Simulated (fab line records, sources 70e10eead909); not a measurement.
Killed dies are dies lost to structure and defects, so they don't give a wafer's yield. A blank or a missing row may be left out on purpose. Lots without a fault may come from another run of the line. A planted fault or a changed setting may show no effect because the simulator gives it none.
Chamber matching | flow nand_harc | NHARC_A_CHANNEL_FILL_D1_ALD_14 on ald_hk-01: 4 sister chambers
The step deposits SiO2, target thk 2.5 nm, pulse time 10 s, ald cycles 25. 16 wafers are shown with their chamber, then 8 later ones without.

WAFERS WITH THEIR CHAMBER
wafer  | chamber | heater_power_w (W) | heater_power_outer_w (W) | precursor_pulse_height_rel
L300.2 | 3       | 420                | 268                      | 1.009
L300.5 | 0       | 467                | 259                      | 0.982
L300.6 | 3       | 431                | 258                      | 1.043
L301.3 | 0       | 469                | 259                      | 0.958
L301.4 | 3       | 438                | 265                      | 0.976
L301.5 | 0       | 483                | 262                      | 0.974
L302.1 | 3       | 434                | 258                      | 0.987
L302.2 | 1       | 492                | 268                      | 0.972
L302.5 | 1       | 486                | 272                      | 1.028
L305.2 | 1       | 482                | 267                      | 0.983
L305.5 | 2       | 438                | 252                      | 0.990
L305.6 | 1       | 498                | 274                      | 1.015
L310.2 | 3       | 421                | 254                      | 0.997
L310.4 | 0       | 484                | 271                      | 1.009
L310.5 | 1       | 493                | 270                      | 1.003
L319.1 | 3       | 416                | 259                      | 0.993

SIGNATURES (means of the wafers above)
reading                    | chamber 0 | chamber 1 | chamber 2 | chamber 3 | scatter within a chamber
heater_power_w             | 475.75    | 490.20    | 438.00    | 426.67    | 8.12
heater_power_outer_w       | 262.75    | 270.20    | 252.00    | 260.33    | 4.68
precursor_pulse_height_rel | 0.98075   | 1.00020   | 0.99000   | 1.00083   | 0.0227
Rule: a wafer's distance from a chamber is the root of the sum, over the readings, of the square of ((its reading less the chamber's mean) divided by the reading's scatter). The wafer belongs to the nearest chamber; if the next one is less than 2 further off, it can't be placed. The scatter: the root of (the sum of the squares of (reading less its chamber's mean) over the shown wafers, divided by (wafers less chambers)).

WAFERS WITHOUT THEIR CHAMBER
wafer  | heater_power_w (W) | heater_power_outer_w (W) | precursor_pulse_height_rel
L319.2 | 501                | 270                      | 0.974
L319.6 | 491                | 267                      | 1.013
L318.1 | 486                | 266                      | 1.021
L318.3 | 475                | 271                      | 0.994
L318.6 | 479                | 272                      | 1.009
L321.2 | 416                | 262                      | 0.979
L321.3 | 435                | 252                      | 0.986
L321.6 | 448                | 253                      | 1.001

WHICH CHAMBER EACH WENT THROUGH
wafer  | from the rows above     | in truth
L319.2 | can't be placed: 1 or 0 | 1
L319.6 | can't be placed: 1 or 0 | 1
L318.1 | can't be placed: 1 or 0 | 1
L318.3 | can't be placed: 0 or 1 | 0
L318.6 | can't be placed: 1 or 0 | 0
L321.2 | can't be placed: 3 or 2 | 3
L321.3 | can't be placed: 2 or 3 | 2
L321.6 | can't be placed: 2 or 3 | 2
Placed correctly: 0 of 8. Can't be placed from these rows: 8 (the true chamber is among the candidates in 8). Placed wrongly: 0.
